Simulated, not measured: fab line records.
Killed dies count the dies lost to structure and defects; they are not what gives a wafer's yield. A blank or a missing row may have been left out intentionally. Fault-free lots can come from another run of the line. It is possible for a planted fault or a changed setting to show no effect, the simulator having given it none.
fab line records ; flow n5-finfet
record lots=5; wafers=15; last-day=20
route steps=1938 shown STI_FIN_REVEAL@209 DUMMY_GATE@212 BEOL_M4@1111 PASSIVATION@1936
lots that met no fault: from a run of the same line without faults
start-h: hours from the record's opening day to when the first of the lot's shown wafers began ; wait-h: how many hours have passed since the lot's step before this one ; " same as the row above ; L1.1+2: a single row standing in for several wafers ; - no value, or no start was given ; * or withheld: withheld ; < > ~ a bound
route shown NAME@n: NAME is a module with steps in the file, n the number in the route of the first one ; usual: mean/standard deviation of fault-free wafers ; same: alike in all rows ; chamber/n: place in a boat ; sites: each site's reading ; _std_site: their standard deviation ; _edge_site: mean of outer sites minus mean of inner sites ; radius-mm: for every site, how far away it sits from the centre of the wafer ; mask NAME#n: copy n ; behind: tool/chamber where the wafer was last shaped ; hold: reason for holding the lot/hours on hold/outcome of the hold ; device: the n, p or np transistor that did not switch ; end of line: tests of these same wafers at the route's end ; where a step has no rows: the recipe by itself ; killed: dies lost to structure and defects at the first sort, not the wafer's yield ; map: shows each die of a wafer: x if killed, . if not, _ if none is there
set.NAME: the setting that was run; set.NAME@STEP: the one run at that earlier step ; model.NAME: the simulator's own value behind a step, which no gauge read
lots at selected steps of the route; one table per step, one row per wafer
services: when a tool's chamber went out of use (start-h, in hours from the record's first day, below 0 if earlier), for how many hours, and the reason
## steps
# step N5_STI_FIN_REVEAL_PRECLEAN_18
# recipe chemistry=SC2; time-s=45; temp-c=35; mix=1:1:50
# step N5_STI_FIN_REVEAL_SRD_28
# recipe dry=ipa-marangoni; time-s=30; temp-c=23; rinse-liquid=diw
# step N5_DUMMY_GATE_PRECLEAN_00
# recipe chemistry=O3/DIW; time-s=60; temp-c=22; o3-ppm=10
# step N5_DUMMY_GATE_SRD_01
# recipe time-s=30; temp-c=23; rinse-liquid=diw; dry=ipa-marangoni
# step N5_DUMMY_GATE_ALD_02
# recipe material=SiO2; target-thk-a=20; temp-c=300; ald-precursor-family=BDEAS; ald-co-reactant=O2-plasma; pulse-time-s=1; pressure-torr=2
# step N5_DUMMY_GATE_CVD_03
# recipe material=a-Si; target-thk-a=1500; temp-c=530; precursor=SiH4; time-s=8042
# step N5_DUMMY_GATE_PRECLEAN_46
# recipe chemistry=DIW; time-s=89.5; temp-c=23
# step N5_DUMMY_GATE_SRD_47
# recipe dry-time-s=32; dry=n2-spin; spin-rpm=1500
# step N5_DUMMY_GATE_CMP_04
# recipe material=a-Si; post-cmp-clean=alkaline-brush
# step N5_DUMMY_GATE_HM_DEP_06
# recipe material=SiNx; target-thk-a=800; precursor=DCS/NH3; temp-c=700; pressure-mtorr=300; time-s=5141
# step N5_DUMMY_GATE_PECVD_30
# recipe material=SiO2; target-thk-a=550; temp-c=400; precursor=TEOS/O2; pressure-torr=6.5; rf-w=withheld; teos-flow-sccm=withheld; gas=O2; flow-sccm=2650; time-s=10.8
lot.wafer;tool;chamber;start-h;wait-h;since-wet-clean-h;model.SiO2_of_DUMMY_GATE_PECVD_30.thk-nm
L899.1;pecvd-03;2;82.18;0.0;2055;54.2
L899.2;pecvd-03;0;82.18;0.0;605;54.6
L899.4;pecvd-03;2;82.18;0.0;-;57.4
L900.2;pecvd-03;0;90.81;0.0;613;54.6
L900.4;pecvd-03;0;90.81;0.0;-;58.4
L900.5;pecvd-03;0;90.81;0.0;-;57.6
L901.2;pecvd-03;0;96.94;0.0;620;55.4
L901.5;pecvd-03;2;96.94;0.0;-;56.8
L901.6;pecvd-03;1;96.94;0.0;-;58.4
L912.2;pecvd-03;1;162.75;0.0;1410;55.4
L912.4;pecvd-03;1;162.75;0.0;-;56.4
L912.6;pecvd-03;2;162.75;0.0;-;56
L913.2;pecvd-03;1;185.08;0.0;1433;55
L913.3;pecvd-03;2;185.08;0.0;2158;54.4
L913.6;pecvd-03;1;185.08;0.0;-;56.2
# step N5_DUMMY_GATE_COAT_34
# recipe resist=SOC; temp-c=250; time-s=60; spin-rpm=1500; resist-thk-nm=60
# step N5_DUMMY_GATE_COAT_35
# recipe resist=SiARC; temp-c=220; time-s=60; spin-rpm=1500; resist-thk-nm=10
# step N5_DUMMY_GATE_COAT_28
# recipe resist=underlayer; temp-c=205; time-s=60; spin-rpm=1500; resist-thk-nm=10
# step N5_DUMMY_GATE_COAT_09
# recipe resist=CAR-EUV; spin-rpm=1500; resist-thk-nm=30
# step N5_DUMMY_GATE_EBR_11
# recipe solvent=PGMEA; ebr-width-mm=1.5
# step N5_DUMMY_GATE_SOFTBAKE_10
# recipe temp-c=110; time-s=60; resist=CAR-EUV
# step N5_DUMMY_GATE_EXPOSE_12
# recipe mask-id=GATE; na=0.33; source-shape=annular; sigma-inner=0.2; sigma-outer=0.6; polarization=unpolarized; target-cd-nm=25; dose-mj=34
# step N5_DUMMY_GATE_PEB_13
# recipe peb-temp-c=100; peb-time-s=60; resist=CAR-EUV
# step N5_DUMMY_GATE_DEVELOP_14
# recipe develop-time-s=30; developer=TMAH; resist=CAR-EUV; rinse-liquid=surfactant-rinse; dry=air-spin; dev-temp-c=23
# step N5_DUMMY_GATE_DESCUM_20
# recipe chemistry=O2; time-s=6.2; source-power-w=50; bias-power-w=20; pressure-mtorr=20; rf-frequency-hz=2.712e+07; temp-c=40; resist=CAR-EUV; o2-flow-sccm=225
# step N5_DUMMY_GATE_ETCH_29
# recipe chemistry=N2/H2; target=underlayer; target-depth-a=130; ion-energy-ev=200; pressure-mtorr=30; source-w=840; bias-w=150; n2-flow-sccm=200; h2-flow-sccm=200
# step N5_DUMMY_GATE_ETCH_36
# recipe chemistry=CF4; target=SiARC; target-depth-a=130; pressure-mtorr=40; source-w=545; bias-w=36; Ar_flow_sccm=100; cf4-flow-sccm=100; ion-energy-ev=80
# step N5_DUMMY_GATE_ETCH_37
# recipe chemistry=N2/H2; target=SOC; target-depth-a=600; overetch-a=300; temp-c=40; ion-energy-ev=200; pressure-mtorr=30; source-w=840; bias-w=150; n2-flow-sccm=200; h2-flow-sccm=200
# step N5_DUMMY_GATE_STRIP_38
# recipe chemistry=N2/H2; temp-c=40; n2-flow-sccm=200; h2-flow-sccm=200; rf-frequency-hz=6e+07
# step N5_DUMMY_GATE_STRIP_39
# recipe chemistry=N2/H2; temp-c=40; n2-flow-sccm=200; h2-flow-sccm=200; rf-frequency-hz=6e+07
# step N5_DUMMY_GATE_TRIM_49
# recipe chemistry=O2; resist=SOC; time-s=29; target-cd-nm=14; source-power-w=300; bias-power-w=0; O2_flow_sccm=100; temp-c=20
# step N5_DUMMY_GATE_STRIP_40
# recipe chemistry=CF4; resist=SiARC; power-w=300; bias-power-w=75; pressure-mtorr=50; cf4-flow-sccm=150; rf-frequency-hz=6e+07
# step N5_DUMMY_GATE_ETCH_31
# recipe chemistry=C4F6/O2; target=SiO2; mask-material=SOC; target-depth-a=825; time-s=27.5; ion-energy-ev=250; pressure-mtorr=30; source-w=345; bias-w=185; Ar_flow_sccm=300; C4F6_flow_sccm=10; O2_flow_sccm=10
# step N5_DUMMY_GATE_STRIP_41
# recipe chemistry=O2; power-w=400; temp-c=40; pressure-mtorr=30; rf-frequency-hz=6e+07; bias-power-w=0; overash-fraction=0.3; o2-flow-sccm=225
# step N5_DUMMY_GATE_HM_OPEN_21
# recipe chemistry=CH3F/O2; target=SiNx; target-depth-a=1200; Ar_flow_sccm=150; CH3F_flow_sccm=30; O2_flow_sccm=23; time-s=171.4; pressure-mtorr=30; source-w=395; bias-w=73; ion-energy-ev=120.7
# step N5_DUMMY_GATE_ETCH_32
# recipe chemistry=CF4; target=SiO2; target-depth-a=35; time-s=3.9; ion-energy-ev=350; pressure-mtorr=10; icp-w=800; bias-w=400; cf4-flow-sccm=80
# step N5_DUMMY_GATE_ETCH_23
# recipe chemistry=HBr/Cl2/O2; HBr_flow_sccm=150; Cl2_flow_sccm=80; O2_flow_sccm=12; bias-w=102; target-depth-a=410; time-s=22.3; target=poly-Si; mask-material=SiO2; pressure-mtorr=10; icp-w=800
# step N5_DUMMY_GATE_ETCH_44
# recipe chemistry=HBr/O2; over-etch-frac=0.7; target-depth-a=1275; stop-on=SiO2; ion-energy-ev=60; bias-w=20; target=poly-Si; mask-material=SiO2; pressure-mtorr=20; icp-w=400; HBr_flow_sccm=120; O2_flow_sccm=10
# usual drypump-motor-current-A=5.5/0.59; oes-product-au=0.728/0.013; throttle-valve-pct=18.55/0.22
lot.wafer;tool;chamber;start-h;wait-h;drypump-motor-current-A;oes-product-au;rf-hours-counter-h;throttle-valve-pct;model.SiO2_of_DUMMY_GATE_PECVD_30.thk-nm
L899.1;rie-si-06;0;83.42;0.0;5.0;0.745;19;18.47;37.6
L899.2;rie-si-06;3;83.42;0.0;5.5;0.728;13;18.63;37.4
L899.4;rie-si-06;2;83.42;0.0;5.7;0.725;3;18.16;40.4
L900.2;rie-si-03;2;92.04;0.0;6.7;0.734;187;18.27;37.4
L900.4;rie-si-03;3;92.04;0.0;4.7;0.744;197;18.91;41.2
L900.5;rie-si-03;0;92.04;0.0;5.1;0.741;-;18.57;41
L901.2;rie-si-05;2;98.28;0.0;5.2;0.698;111;18.20;38.4
L901.5;rie-si-05;2;98.28;0.0;5.2;0.708;-;18.20;39.6
L901.6;rie-si-05;3;98.28;0.0;6.1;0.718;-;18.63;41.2
L912.2;rie-si-05;1;171.87;0.0;5.0;0.729;8;18.78;38.4
L912.4;rie-si-05;1;171.87;0.0;5.0;0.724;-;18.77;39.6
L912.6;rie-si-05;2;171.87;0.0;5.2;0.708;-;18.17;39
L913.2;rie-si-05;0;213.25;0.0;5.7;0.717;0;18.63;38
L913.3;rie-si-05;3;213.25;0.0;6.1;0.720;68;18.64;37.4
L913.6;rie-si-05;1;213.25;0.0;5.0;0.727;-;18.79;39.2
# step N5_BEOL_M4_RC_MEAS_101
# usual DIBL_N=36.5/1.2; DIBL_P=36.5/1.6; IOFF_N=0.162/0.023; IOFF_P=0.221/0.03; ION_N=678/8; ION_P=466/6.3; SS_N=71.6/0.46; SS_P=73.3/0.57; VT_N=249.2/2.6; VT_P=-249/3.3
lot.wafer;tool;chamber;start-h;wait-h;DIBL_N[mV/V];DIBL_P[mV/V];IOFF_N[nA/um];IOFF_P[nA/um];ION_N[uA/um];ION_P[uA/um];SS_N[mV/dec];SS_P[mV/dec];VT_N[mV];VT_P[mV]
L900.2;prober-02;0;254.99;0.2;36.7;37.4;0.147;0.180;676;458;71.2;73.0;253.0;-254
L900.4;prober-02;0;254.99;0.2;36.0;37.2;0.143;0.176;666;454;70.7;74.2;252.7;-256
L900.5;prober-02;0;254.99;0.2;36.7;38.4;0.163;0.199;678;465;71.6;73.3;248.5;-251
L899.1;prober-01;0;257.00;0.0;33.2;33.1;0.115;0.157;663;455;70.6;72.7;252.9;-255
L899.2;prober-01;0;257.00;0.0;34.5;34.8;0.137;0.185;671;463;71.1;73.2;251.7;-255
L899.4;prober-01;0;257.00;0.0;34.7;35.0;0.136;0.178;674;464;71.2;73.5;255.9;-254
L901.2;prober-02;0;257.49;0.2;36.9;37.1;0.175;0.222;688;464;71.4;73.4;249.1;-249
L901.5;prober-02;0;257.49;0.2;36.6;37.1;0.172;0.214;688;464;71.4;73.7;248.2;-254
L901.6;prober-02;0;257.49;0.2;36.4;36.7;0.159;0.211;670;462;71.0;73.2;250.0;-252
L912.2;prober-02;0;324.31;0.2;37.0;36.9;0.177;0.254;684;472;71.3;73.1;247.8;-245
L912.4;prober-02;0;324.31;0.2;37.1;37.4;0.184;0.257;686;476;71.3;72.9;246.6;-245
L912.6;prober-02;0;324.31;0.2;39.0;39.8;0.244;0.318;707;482;71.8;74.6;244.1;-244
L913.2;prober-01;0;364.69;0.2;38.4;36.8;0.175;0.215;679;463;72.2;73.7;247.2;-250
L913.3;prober-01;0;364.69;0.2;36.3;34.5;0.132;0.182;666;456;71.5;73.0;251.7;-253
L913.6;prober-01;0;364.69;0.2;36.9;35.7;0.151;0.199;680;465;71.8;73.7;248.9;-250
# step N5_PASSIVATION_PROBE_49
# usual defect-limited-yield=91.2/1.3; killed_at_M0_to_M3=34/9.2; killed_at_M4_up=14/5; killed-at-contacts=13/6.7; killed-at-front-end=39/12; killed-at-other=4/3.3; killed-dies=104/15; killed-open=68/12; killed-short=34/7.5; sort_bin_5_function=5.2/0.87; sort_bin_6_memory=3.3/0.63; sort-n-pass=1076/15; sort-yield-pct=91.2/1.3
# same gross-dies=1180; killed-at-back-side=0; sort_bin_4_leakage[%]=0; sort_bin_8_speed[%]=0
lot.wafer;tool;chamber;start-h;wait-h;defect-limited-yield[%];killed_at_M0_to_M3;killed_at_M4_up;killed-at-contacts;killed-at-front-end;killed-at-other;killed-dies;killed-open;killed-short;sort_bin_5_function[%];sort_bin_6_memory[%];sort-n-pass;sort-yield-pct[%]
L900.2;prober-01;-;353.47;0.1;90.3;40;15;10;46;3;114;71;39;5.6;3.3;1066;90.3
L900.4;prober-01;-;353.57;0.2;91.6;40;17;6;32;4;99;72;27;5.7;2.3;1081;91.6
L900.5;prober-01;-;353.62;0.2;89.3;31;7;20;64;4;126;74;49;6.0;4.1;1054;89.3
# killed by level:class
L900.2 BEOL_M2:geometric-particle:open=9 BEOL_M0_SAQP:geometric-particle:short=9 BEOL_M3:geometric-particle:open=8 MOL_CONTACT_COAG:geometric-particle:open=7 GATE_CUT:geometric-particle:open=7 STI_FIN_REVEAL:geometric-particle:open=6 BEOL_M0_SAQP:geometric-particle:open=6 STARTING-WAFER:geometric-particle:open=6
L900.4 BEOL_M0_SAQP:geometric-particle:open=10 BEOL_M2:geometric-particle:open=10 STI_FIN_REVEAL:geometric-particle:open=9 BEOL_M0_SAQP:geometric-particle:short=5 BEOL_M3:geometric-particle:open=5 BEOL_M4:geometric-particle:open=5 STARTING-WAFER:geometric-particle:open=5 FIN_SAQP:geometric-particle:open=4
L900.5 FIN_SAQP:geometric-particle:short=19 STI_FIN_REVEAL:geometric-particle:open=17 MOL_CONTACT_COAG:geometric-particle:open=13 BEOL_M3:geometric-particle:open=12 BEOL_M0_SAQP:geometric-particle:short=8 MOL_CONTACT_COAG:geometric-particle:short=7 FIN_SAQP:geometric-particle:open=6 DUMMY_GATE:geometric-particle:open=6
## services
tool;chamber;start-h;hours;kind
pecvd-03;1;80.75;12.3;repair
rie-si-03;2;93.10;14.9;repair
rie-si-03;-;109.49;0.4;repair
pecvd-03;2;109.76;2.1;scheduled-down
rie-si-03;3;112.39;-;clean
rie-si-03;3;112.39;14.2;scheduled-down
rie-si-03;3;112.39;14.2;vent-cycle
pecvd-03;1;146.92;6.6;repair
rie-si-05;0;154.87;-;clean
rie-si-05;0;154.87;22.0;scheduled-down
rie-si-05;0;154.87;22.0;vent-cycle
rie-si-06;2;177.57;1.4;repair
rie-si-03;2;198.78;-;clean
rie-si-03;2;198.78;14.2;scheduled-down
rie-si-03;2;198.78;14.2;vent-cycle
pecvd-03;2;202.38;-;clean
pecvd-03;2;202.38;-;consumable-replace:showerhead
pecvd-03;2;202.38;29.0;scheduled-down
pecvd-03;2;202.38;29.0;vent-cycle
rie-si-06;1;212.97;-;clean
rie-si-06;1;212.97;16.3;scheduled-down
rie-si-06;1;212.97;16.3;vent-cycle
## key
first-sign none at tools or gauges
model-effect step=N5_DUMMY_GATE_PECVD_30; value=SiO2_of_DUMMY_GATE_PECVD_30.thk-nm; without=55.8; struck=57.72
model-effect step=N5_DUMMY_GATE_ETCH_44; value=SiO2_of_DUMMY_GATE_PECVD_30.thk-nm; without=38.8; struck=40.68
met-at N5_DUMMY_GATE_PECVD_30
struck-wafers L899.4,L900.4,L900.5,L901.5,L901.6
fault kind=process-parameter-drift; tool=pecvd-03; chamber=-; onset-h=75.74; steps=N5_DUMMY_GATE_PECVD_30; channel=time-s; offset=*; shape=step; end-h=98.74; scope=struck-wafers-only; acts-in=*; stated=*
